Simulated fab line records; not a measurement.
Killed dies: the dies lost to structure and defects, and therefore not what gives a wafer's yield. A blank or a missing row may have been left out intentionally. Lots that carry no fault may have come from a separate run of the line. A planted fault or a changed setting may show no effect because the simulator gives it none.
The tool behind it: which one? | flow n5-finfet | 24 lots, 72 wafers sampled, at 5 steps of a route of 1938

WHAT EACH GAUGE READ, for each wafer
N5_BEOL_M6_OVL_MEAS_12.
lot  | measured     | on         | M6_OVL (nm)
L074 | day 9 01:20  | overlay-01 | 0.3 1.2 0.6
L075 | day 9 09:06  | overlay-02 | -1.1 0.5 0.0
L076 | day 9 18:02  | overlay-02 | -1.4 -0.1 -1.6
L077 | day 9 23:19  | overlay-01 | 0.7 0.5 0.4
L079 | day 9 23:29  | overlay-02 | -0.6 -0.8 -1.1
L078 | day 10 04:37 | overlay-02 | 0.3 0.9 -0.4
L080 | day 10 17:48 | overlay-01 | 0.6 1.0 -0.2
L081 | day 10 22:17 | overlay-01 | 0.2 -0.4 -0.4
L082 | day 11 01:47 | overlay-02 | 0.4 0.5 -0.5
L083 | day 11 12:55 | overlay-02 | 0.8 0.5 0.4
L085 | day 11 13:08 | overlay-02 | 0.0 0.2 -0.7
L084 | day 11 18:36 | overlay-02 | 0.5 1.7 0.8
L088 | day 11 21:21 | overlay-01 | -0.1 -0.4 -0.3
L086 | day 11 23:40 | overlay-01 | -0.1 1.7 1.1
L087 | day 12 18:03 | overlay-01 | 0.0 1.1 1.1
L089 | day 12 17:52 | overlay-02 | 0.1 0.3 0.3
L090 | day 13 00:41 | overlay-02 | -0.1 1.2 1.6
L091 | day 13 20:14 | overlay-01 | 0.2 -0.5 -0.4
L094 | day 13 21:31 | overlay-02 | 0.4 -0.4 -1.0
L092 | day 13 20:45 | overlay-02 | 1.2 0.3 0.5
L093 | day 14 00:02 | overlay-01 | 1.0 0.1 1.7
L096 | day 14 00:14 | overlay-01 | 0.6 -0.1 0.3
L095 | day 14 17:20 | overlay-01 | -0.9 0.1 -0.6
L097 | day 14 23:49 | overlay-01 | -1.0 -0.7 -0.9

EACH LOT AND THE TOOL THAT RAN IT (in order: tool; ch and the chambers of the sampled wafers; start)
lot  | N5_BEOL_M4_ANNEAL_89         | N5_BEOL_M5_ETCH_62                 | N5_BEOL_M5_ETCH_41                            | N5_BEOL_M5_SPUTTER_90
L074 | pvd-sputter-01, day 8 10:35  | rie-diel-02 ch 0,1,2, day 8 14:56  | rie-diel-02 ch 0,2, day 8 22:31 or earlier    | pvd-sputter-02, day 8 22:31
L075 | pvd-sputter-02, day 8 16:10  | rie-diel-01 ch 0,2,3, day 8 21:51  | rie-diel-01 ch 0,1,3, day 9 05:37 or earlier  | pvd-sputter-01, day 9 05:37
L076 | pvd-sputter-03, day 9 01:06  | rie-diel-03 ch 1,2, day 9 06:34    | rie-diel-03 ch 0,1,3, day 9 13:57 or earlier  | pvd-sputter-02, day 9 13:57
L077 | pvd-sputter-03, day 9 04:01  | rie-diel-01 ch 0,3, day 9 09:19    | rie-diel-02 ch 0,2,3, day 9 19:01 or earlier  | pvd-sputter-03, day 9 19:01
L079 | pvd-sputter-02, day 9 04:53  | rie-diel-01 ch 0,2,3, day 9 09:44  | rie-diel-01 ch 1,2,3, day 9 19:23 or earlier  | pvd-sputter-01, day 9 19:23
L078 | pvd-sputter-02, day 9 07:32  | rie-diel-03 ch 0,2,3, day 9 14:10  | rie-diel-03 ch 0,1,2, day 9 23:31 or earlier  | pvd-sputter-02, day 9 23:31
L080 | pvd-sputter-02, day 10 01:17 | rie-diel-03 ch 0,2,3, day 10 05:54 | rie-diel-01 ch 0,2,3, day 10 14:19 or earlier | pvd-sputter-03, day 10 14:19
L081 | pvd-sputter-01, day 10 01:50 | rie-diel-01 ch 0,3, day 10 06:11   | rie-diel-03 ch 0,1,2, day 10 16:43 or earlier | pvd-sputter-02, day 10 16:43
L082 | pvd-sputter-01, day 10 06:18 | rie-diel-01 ch 0,1,3, day 10 11:23 | rie-diel-01 ch 1,2,3, day 10 21:35 or earlier | pvd-sputter-02, day 10 21:35
L083 | pvd-sputter-03, day 10 19:11 | rie-diel-03 ch 0,2,3, day 11 01:33 | rie-diel-01 ch 0,1,2, day 11 08:55 or earlier | pvd-sputter-01, day 11 08:55
L085 | pvd-sputter-01, day 10 19:39 | rie-diel-01 ch 0,2,3, day 11 01:49 | rie-diel-01 ch 0,1,2, day 11 09:00 or earlier | pvd-sputter-02, day 11 09:00
L084 | pvd-sputter-01, day 11 00:08 | rie-diel-01 ch 0,1,3, day 11 05:04 | rie-diel-02 ch 0,1,3, day 11 15:11 or earlier | pvd-sputter-02, day 11 15:11
L088 | pvd-sputter-03, day 11 03:03 | rie-diel-01 ch 1,2, day 11 09:58   | rie-diel-03 ch 2,3, day 11 17:59 or earlier   | pvd-sputter-03, day 11 17:59
L086 | pvd-sputter-02, day 11 03:17 | rie-diel-03 ch 0,3, day 11 10:13   | rie-diel-01 ch 1,2, day 11 20:24 or earlier   | pvd-sputter-01, day 11 20:24
L087 | pvd-sputter-01, day 12 00:54 | rie-diel-02 ch 1,2,3, day 12 06:30 | rie-diel-02 ch 1,2,3, day 12 14:20 or earlier | pvd-sputter-02, day 12 14:20
L089 | pvd-sputter-03, day 12 02:00 | rie-diel-03 ch 1,2,3, day 12 06:41 | rie-diel-01 ch 1,2, day 12 14:06 or earlier   | pvd-sputter-01, day 12 14:06
L090 | pvd-sputter-01, day 12 07:30 | rie-diel-01 ch 0,1,3, day 12 13:24 | rie-diel-02 ch 0,2,3, day 12 20:20 or earlier | pvd-sputter-02, day 12 20:20
L091 | pvd-sputter-02, day 12 21:22 | rie-diel-01 ch 0,1,3, day 13 04:38 | rie-diel-02 ch 0,2,3, day 13 14:22 or earlier | pvd-sputter-01, day 13 14:22
L094 | pvd-sputter-02, day 13 02:17 | rie-diel-01 ch 1,2,3, day 13 08:40 | rie-diel-02 ch 0,1, day 13 18:59 or earlier   | pvd-sputter-01, day 13 18:59
L092 | pvd-sputter-03, day 13 02:18 | rie-diel-02 ch 1,2, day 13 08:46   | rie-diel-01 ch 2,3, day 13 16:55 or earlier   | pvd-sputter-03, day 13 16:55
L093 | pvd-sputter-02, day 13 07:02 | rie-diel-02 ch 0,1,3, day 13 12:19 | rie-diel-02 ch 0,1, day 13 21:02 or earlier   | pvd-sputter-02, day 13 21:02
L096 | pvd-sputter-01, day 13 07:08 | rie-diel-03 ch 0,2,3, day 13 12:08 | rie-diel-01 ch 0,2, day 13 21:21 or earlier   | pvd-sputter-03, day 13 21:21
L095 | pvd-sputter-03, day 13 22:28 | rie-diel-01 ch 0,1,2, day 14 03:11 | rie-diel-03 ch 0,3, day 14 12:52 or earlier   | pvd-sputter-01, day 14 12:52
L097 | pvd-sputter-03, day 14 04:33 | rie-diel-03 ch 0,1,3, day 14 09:00 | rie-diel-03 ch 1,3, day 14 21:02 or earlier   | pvd-sputter-03, day 14 21:02
- N5_BEOL_M4_ANNEAL_89: time 240 s.
- N5_BEOL_M5_ETCH_62: etches SOC in N2/H2, target depth 75 nm, overetch 15 nm, time 112.5 s.
- N5_BEOL_M5_ETCH_41: etches SiCN in CH3F/O2, target depth 31.5 nm, time 56.7 s.
- N5_BEOL_M5_SPUTTER_90: material Cu, target thk 4.5 nm, time 8.29 s.

WHAT THE TOOLS THEMSELVES READ (means of the sampled wafers that have a number; where no wafer has one, the mark that the record gives instead)
N5_BEOL_M4_ANNEAL_89.
lot  | tool           | heater-power-w (W)
L074 | pvd-sputter-01 | 1001
L075 | pvd-sputter-02 | 845
L076 | pvd-sputter-03 | 949
L077 | pvd-sputter-03 | 930
L079 | pvd-sputter-02 | 846
L078 | pvd-sputter-02 | 859
L080 | pvd-sputter-02 | 857
L081 | pvd-sputter-01 | 980
L082 | pvd-sputter-01 | 934
L083 | pvd-sputter-03 | 868
L085 | pvd-sputter-01 | 944
L084 | pvd-sputter-01 | 982
L088 | pvd-sputter-03 | 864
L086 | pvd-sputter-02 | 842
L087 | pvd-sputter-01 | 911
L089 | pvd-sputter-03 | 896
L090 | pvd-sputter-01 | 977
L091 | pvd-sputter-02 | 846
L094 | pvd-sputter-02 | 855
L092 | pvd-sputter-03 | 894
L093 | pvd-sputter-02 | 854
L096 | pvd-sputter-01 | 981
L095 | pvd-sputter-03 | 885
L097 | pvd-sputter-03 | 936

N5_BEOL_M5_ETCH_62.
lot  | tool        | chamber-pressure-mTorr (mTorr) | drypump-motor-current-A (A) | n2-flow-sccm (sccm) | oes-product-au (a.u.) | rf-vpp-V (V) | showerhead-plenum-p-Torr (Torr) | throttle-valve-pct (%)
L074 | rie-diel-02 | 30.01                          | 5.7                         | 200.4               | 0.65                  | 524.1        | 2.53                            | 17.8
L075 | rie-diel-01 | 29.99                          | 6.2                         | 200.2               | 0.58                  | 524.1        | 2.53                            | 17.8
L076 | rie-diel-03 | 29.99                          | 5.6                         | 200.0               | 0.71                  | 522.6        | 2.49                            | 18.1
L077 | rie-diel-01 | 29.99                          | 6.3                         | 200.1               | 0.58                  | 522.1        | 2.48                            | 17.8
L079 | rie-diel-01 | 30.02                          | 6.2                         | 200.0               | 0.58                  | 523.8        | 2.52                            | 17.8
L078 | rie-diel-03 | 30.02                          | 5.5                         | 200.3               | 0.65                  | 523.0        | 2.52                            | 18.0
L080 | rie-diel-03 | 30.03                          | 5.5                         | 200.2               | 0.64                  | 522.7        | 2.52                            | 18.0
L081 | rie-diel-01 | 30.00                          | 6.2                         | 200.5               | 0.57                  | 521.5        | 2.44                            | 18.1
L082 | rie-diel-01 | 30.00                          | 5.9                         | 200.3               | 0.58                  | 521.5        | 2.45                            | 18.0
L083 | rie-diel-03 | 29.99                          | 5.5                         | 199.7               | 0.64                  | 523.1        | 2.52                            | 18.0
L085 | rie-diel-01 | 29.99                          | 6.2                         | 199.7               | 0.57                  | 523.0        | 2.52                            | 17.9
L084 | rie-diel-01 | 30.00                          | 5.9                         | 200.1               | 0.58                  | 521.7        | 2.45                            | 18.0
L088 | rie-diel-01 | 30.01                          | 5.6                         | 200.1               | 0.58                  | 522.7        | 2.50                            | 17.9
L086 | rie-diel-03 | 29.99                          | 5.3                         | 199.5               | 0.58                  | 522.6        | 2.50                            | 18.1
L087 | rie-diel-02 | 30.01                          | 5.6                         | 200.4               | 0.60                  | 523.0        | 2.50                            | 17.8
L089 | rie-diel-03 | 29.99                          | 5.4                         | 199.8               | 0.69                  | 522.1        | 2.47                            | 18.0
L090 | rie-diel-01 | 29.99                          | 5.9                         | 199.7               | 0.57                  | 520.7        | 2.44                            | 18.0
L091 | rie-diel-01 | 30.00                          | 5.9                         | 200.4               | 0.57                  | 521.1        | 2.44                            | 18.0
L094 | rie-diel-01 | 30.02                          | 5.8                         | 200.3               | 0.57                  | 521.2        | 2.48                            | 18.0
L092 | rie-diel-02 | 30.00                          | 5.7                         | 200.8               | 0.59                  | 521.3        | 2.46                            | 18.0
L093 | rie-diel-02 | 29.95                          | 5.5                         | 199.8               | 0.64                  | 523.5        | 2.52                            | 17.7
L096 | rie-diel-03 | 29.95                          | 5.5                         | 200.4               | 0.62                  | 522.5        | 2.51                            | 18.1
L095 | rie-diel-01 | 29.98                          | 5.9                         | 200.5               | 0.57                  | 523.5        | 2.52                            | 17.8
L097 | rie-diel-03 | 29.98                          | 5.2                         | 200.1               | 0.62                  | 523.1        | 2.52                            | 18.1

N5_BEOL_M5_ETCH_41.
lot  | tool        | chamber-pressure-mTorr (mTorr) | drypump-motor-current-A (A) | oes-product-au (a.u.) | rf-vpp-V (V) | showerhead-plenum-p-Torr (Torr) | throttle-valve-pct (%)
L074 | rie-diel-02 | 29.970                         | 5.7                         | 0.88                  | 297.6        | 2.05                            | 16.16
L075 | rie-diel-01 | 30.017                         | 5.9                         | 0.74                  | 295.8        | 1.93                            | 16.45
L076 | rie-diel-03 | 30.020                         | 5.2                         | 0.71                  | 296.5        | 1.98                            | 16.63
L077 | rie-diel-02 | 29.986                         | 5.6                         | 0.83                  | 298.0        | 2.03                            | 16.23
L079 | rie-diel-01 | 29.995                         | 5.8                         | 0.73                  | 297.2        | 1.96                            | 16.44
L078 | rie-diel-03 | 29.971                         | 5.4                         | 0.79                  | 297.5        | 1.99                            | 16.54
L080 | rie-diel-01 | 29.989                         | 6.2                         | 0.72                  | 296.7        | 1.98                            | 16.36
L081 | rie-diel-03 | 30.028                         | 5.4                         | 0.79                  | 297.8        | 1.99                            | 16.57
L082 | rie-diel-01 | 30.017                         | 5.8                         | 0.73                  | 296.3        | 1.95                            | 16.46
L083 | rie-diel-01 | 29.971                         | 6.0                         | 0.73                  | 296.8        | 1.98                            | 16.25
L085 | rie-diel-01 | 30.009                         | 5.9                         | 0.72                  | 297.3        | 1.98                            | 16.25
L084 | rie-diel-02 | 30.008                         | 5.5                         | 0.83                  | 296.0        | 2.00                            | 16.30
L088 | rie-diel-03 | 29.993                         | 5.4                         | 0.79                  | 296.0        | 1.92                            | 16.42
L086 | rie-diel-01 | 30.000                         | 5.6                         | 0.73                  | 296.7        | 1.95                            | 16.34
L087 | rie-diel-02 | 29.998                         | 5.6                         | 0.76                  | 296.5        | 1.98                            | 16.46
L089 | rie-diel-01 | 30.005                         | 5.6                         | 0.73                  | 295.7        | 1.95                            | 16.36
L090 | rie-diel-02 | 29.989                         | 5.6                         | 0.81                  | 298.2        | 2.03                            | 16.25
L091 | rie-diel-02 | 30.009                         | 5.6                         | 0.79                  | 298.0        | 2.03                            | 16.26
L094 | rie-diel-02 | 30.033                         | 5.6                         | 0.78                  | 296.6        | 1.96                            | 16.47
L092 | rie-diel-01 | 29.969                         | 6.1                         | 0.70                  | 296.1        | 1.95                            | 16.63
L093 | rie-diel-02 | 30.023                         | 5.6                         | 0.78                  | 296.5        | 1.96                            | 16.46
L096 | rie-diel-01 | 30.006                         | 6.3                         | 0.72                  | 297.1        | 2.00                            | 16.19
L095 | rie-diel-03 | 30.001                         | 5.3                         | 0.71                  | 298.1        | 2.00                            | 16.65
L097 | rie-diel-03 | 29.993                         | 5.1                         | 0.85                  | 296.4        | 1.94                            | 16.45

N5_BEOL_M5_SPUTTER_90.
lot  | tool           | throttle-valve-pct (%)
L074 | pvd-sputter-02 | 29.7
L075 | pvd-sputter-01 | 28.7
L076 | pvd-sputter-02 | 29.5
L077 | pvd-sputter-03 | 30.1
L079 | pvd-sputter-01 | 29.3
L078 | pvd-sputter-02 | 28.8
L080 | pvd-sputter-03 | 30.2
L081 | pvd-sputter-02 | 29.6
L082 | pvd-sputter-02 | 29.8
L083 | pvd-sputter-01 | 29.4
L085 | pvd-sputter-02 | 29.7
L084 | pvd-sputter-02 | 29.1
L088 | pvd-sputter-03 | 29.8
L086 | pvd-sputter-01 | 29.8
L087 | pvd-sputter-02 | 29.4
L089 | pvd-sputter-01 | 30.4
L090 | pvd-sputter-02 | 29.7
L091 | pvd-sputter-01 | 29.0
L094 | pvd-sputter-01 | 29.9
L092 | pvd-sputter-03 | 29.8
L093 | pvd-sputter-02 | 29.6
L096 | pvd-sputter-03 | 30.0
L095 | pvd-sputter-01 | 30.6
L097 | pvd-sputter-03 | 29.4

THE ANSWER, worked out from the rows above alone
Rule: usual is defined by the lots themselves. Put in order of their means at a reading, lots are off if they are a third of the lots or fewer, leave a main group of 4 or more, and stand apart from it by a gap of 3 or more times the standard deviation of the main group's means; of several such gaps the widest counts. The tables above print the reading to a certain number of digits; a main group whose means all agree to those digits is not used. Also off: a lot with no number at a reading for which 4 or more lots have one. Where the step has rows for the other lots, those lots are counted as sound. Order of review: gauges by route order, followed by the tools' own readings, for which a lot's mean as printed above is used. The first step at which some lot is off is used, and at that step the reading that is off furthest; a lot without a number counts as furthest.
None of the lots is off at any reading shown; this tells nothing.

WHAT THE SIMULATOR HAD INSERTED
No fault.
